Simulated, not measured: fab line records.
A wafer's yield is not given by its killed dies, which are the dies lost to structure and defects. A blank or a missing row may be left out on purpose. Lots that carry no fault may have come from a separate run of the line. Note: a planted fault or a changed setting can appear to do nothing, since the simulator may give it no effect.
Matching of chambers || flow n5_finfet || rie_diel-02 running N5_BEOL_M5_DESCUM_33: 4 sister chambers
The step chemistry O2, time 7 s. 8 wafers are shown with their chamber, then 7 later ones without.

## WAFERS WITH THEIR CHAMBER
{"wafer": "L078.3", "chamber": 0, "drypump_motor_current_A (A)": 5.1, "throttle_valve_pct (%)": 20.48}
{"wafer": "L079.4", "chamber": 3, "drypump_motor_current_A (A)": 6.4, "throttle_valve_pct (%)": 20.45}
{"wafer": "L084.3", "chamber": 2, "drypump_motor_current_A (A)": 6.7, "throttle_valve_pct (%)": 20.68}
{"wafer": "L084.4", "chamber": 0, "drypump_motor_current_A (A)": 5.0, "throttle_valve_pct (%)": 20.06}
{"wafer": "L087.3", "chamber": 2, "drypump_motor_current_A (A)": 6.8, "throttle_valve_pct (%)": 20.69}
{"wafer": "L087.6", "chamber": 1, "drypump_motor_current_A (A)": 6.2, "throttle_valve_pct (%)": 20.26}
{"wafer": "L088.2", "chamber": 3, "drypump_motor_current_A (A)": 6.5, "throttle_valve_pct (%)": 20.50}
{"wafer": "L088.3", "chamber": 1, "drypump_motor_current_A (A)": 6.2, "throttle_valve_pct (%)": 20.26}

## WAFERS WHOSE CHAMBER IS MISSING
{"wafer": "L088.5", "drypump_motor_current_A (A)": 6.5, "throttle_valve_pct (%)": 20.48}
{"wafer": "L089.1", "drypump_motor_current_A (A)": 6.2, "throttle_valve_pct (%)": 20.27}
{"wafer": "L089.2", "drypump_motor_current_A (A)": 6.5, "throttle_valve_pct (%)": 20.49}
{"wafer": "L089.4", "drypump_motor_current_A (A)": 6.7, "throttle_valve_pct (%)": 20.69}
{"wafer": "L095.1", "drypump_motor_current_A (A)": 6.2, "throttle_valve_pct (%)": 20.27}
{"wafer": "L095.3", "drypump_motor_current_A (A)": 5.0, "throttle_valve_pct (%)": 20.10}
{"wafer": "L095.4", "drypump_motor_current_A (A)": 6.5, "throttle_valve_pct (%)": 20.52}

## CHAMBER TAKEN BY EACH
{"wafer": "L088.5", "from the rows above": 3, "in truth": 3}
{"wafer": "L089.1", "from the rows above": 1, "in truth": 1}
{"wafer": "L089.2", "from the rows above": 3, "in truth": 3}
{"wafer": "L089.4", "from the rows above": 2, "in truth": 2}
{"wafer": "L095.1", "from the rows above": 1, "in truth": 1}
{"wafer": "L095.3", "from the rows above": 0, "in truth": 0}
{"wafer": "L095.4", "from the rows above": 3, "in truth": 3}
Correctly placed: 7 of 7. Left unplaced by these rows: 0. Placed wrongly: 0.
How it was worked out, from the rows above alone: a wafer's distance from a chamber is the root of the sum, over the readings, of the square of ((its reading less the chamber's mean) divided by the reading's scatter). The wafer belongs to the nearest chamber; if the next one is less than 2 further off, it can't be placed. For every chamber, the mean is computed from those of its wafers that are shown. The scatter: take each reading less its chamber's mean, square it, sum over the shown wafers, divide by the number of wafers less the number of chambers, and take the root.
